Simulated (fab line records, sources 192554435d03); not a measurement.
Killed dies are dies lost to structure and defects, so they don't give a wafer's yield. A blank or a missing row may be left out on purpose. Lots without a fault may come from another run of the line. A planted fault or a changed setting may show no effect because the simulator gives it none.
A struck lot beside a sound one | flow n5_finfet | 35 steps out of a route of 1938
Sound: wafers L127.1, L127.2, L127.3. Struck: wafers L135.4, L135.5, L135.6. The cause comes at the end.
At each step with rows: each side's tool, then ch and its chambers, then its first start. Under that, the readings that differ: sound wafers | struck wafers | difference of the means | sigmas: that difference in standard deviations of wafers without a fault.
alike: readings whose means differ by less than 2 such deviations, and words and numbers that are the same on both sides. not compared: withheld readings, readings that some wafer has no value for, bounds like >300 that may hide the same value, and numbers for which the record gives no deviation and whose values overlap.
The two part at a step that has a row with sigmas, a row that says differs or no value, or rows on one side only. Numbers that don't overlap but have no deviation are shown without sigmas and don't part them. A reading that every wafer of one side lacks parts them only if that side has two wafers or more.

first, 9 steps without rows for these wafers: N5_PMOS_HMC_CHANNEL_EPI_DEVELOP_08 (develop time 30 s); N5_PMOS_HMC_CHANNEL_EPI_DESCUM_14 (chemistry O2, time 7.9 s); N5_PMOS_HMC_CHANNEL_EPI_ETCH_32 (etches BARC in N2/H2, stops on SiO2, target depth 85.8 nm, time 50.3 s); N5_PMOS_HMC_CHANNEL_EPI_HM_OPEN_15 (chemistry CHF3/O2, target SiO2, target depth 40.6 nm, time 20.3 s); N5_PMOS_HMC_CHANNEL_EPI_STRIP_33 (strips in N2/H2); N5_PMOS_HMC_CHANNEL_EPI_STRIP_17 (strips in SPM, time 750 s); N5_PMOS_HMC_CHANNEL_EPI_ETCH_38 (etches SiO2 in CF4, target depth 1.5 nm); N5_PMOS_HMC_CHANNEL_EPI_FIN_RECESS_16 (chemistry HBr/Cl2, target Si, target depth 54 nm, time 18 s); N5_PMOS_HMC_CHANNEL_EPI_PRECLEAN_36 (cleans in O3/DIW, time 45 s).
N5_PMOS_HMC_CHANNEL_EPI_PRECLEAN_18: cleans in DHF, time 30 s.
  sound on wet_bench-06 ch 1,4,5, day 2 12:53; struck on wet_bench-06 ch 4,5,7, day 4 11:40
then, 24 steps without rows for these wafers: N5_PMOS_HMC_CHANNEL_EPI_SRD_19 (time 30 s); N5_PMOS_HMC_CHANNEL_EPI_EPI_20 (deposits SiGe30, target thk 59 nm); N5_PMOS_HMC_CHANNEL_EPI_HM_STRIP_35 (strips SiO2 in dHF, material SiO2, target depth 39.6 nm, time 216 s); N5_PMOS_HMC_CHANNEL_EPI_SRD_39 (time 30 s); N5_PMOS_HMC_CHANNEL_EPI_CMP_21 (polishes SiGe30, target thk 54 nm); N5_PMOS_HMC_CHANNEL_EPI_PRECLEAN_40 (cleans in DHF, time 30 s); N5_PMOS_HMC_CHANNEL_EPI_PRECLEAN_37 (cleans in O3/DIW, time 45 s); N5_PMOS_HMC_CHANNEL_EPI_PRECLEAN_24 (cleans in DHF, time 30 s); N5_PMOS_HMC_CHANNEL_EPI_SRD_25 (time 30 s); N5_PMOS_HMC_CHANNEL_EPI_EPI_26 (deposits Si from SiH4/H2, target thk 3.8 nm, time 22.7 s); N5_FIN_SAQP_PRECLEAN_42 (cleans in O3/DIW, time 60 s); N5_FIN_SAQP_PRECLEAN_00 (cleans in SC1, time 60 s); N5_FIN_SAQP_PRECLEAN_44 (cleans in SC2, time 45 s); N5_FIN_SAQP_SRD_01 (time 30 s); N5_FIN_SAQP_ALD_61 (deposits SiO2, target thk 4 nm, pulse time 1 s, purge time 2 s); N5_FIN_SAQP_DENSIFY_62 (time 60 s); N5_FIN_SAQP_HM_DEP_03 (deposits SiNx from SiH4/NH3/N2, target thk 38 nm, time 33.6 s); N5_FIN_SAQP_PECVD_47 (deposits a-Si from SiH4/He, target thk 45 nm, time 36.3 s); N5_FIN_SAQP_PECVD_48 (deposits SiNx from SiH4/NH3/N2, target thk 25 nm, time 22.1 s); N5_FIN_SAQP_PECVD_06 (deposits a-Si from SiH4/He, target thk 60 nm, time 48.1 s); N5_FIN_SAQP_HM_DEP_72 (deposits SiO2 from SiH4/N2O, target thk 12 nm, time 7.2 s); N5_FIN_SAQP_COAT_49 (time 60 s, resist thk 100 nm); N5_FIN_SAQP_COAT_50 (time 60 s, resist thk 35 nm); N5_FIN_SAQP_COAT_10 (resist thk 90 nm).
-- the record jumps here: 11 days lie between the struck wafers' starts before and after (it left off in module FIN_SAQP and takes up again in module PASSIVATION, whose first step shown is number 1936 of the route) --
N5_PASSIVATION_PROBE_49:
  the record has rows for the struck wafers here (prober-02, day 15 06:05) and none for the sound ones

WHERE THEY PART
Only at N5_PASSIVATION_PROBE_49, within this record.

WHY: what the simulator had put in
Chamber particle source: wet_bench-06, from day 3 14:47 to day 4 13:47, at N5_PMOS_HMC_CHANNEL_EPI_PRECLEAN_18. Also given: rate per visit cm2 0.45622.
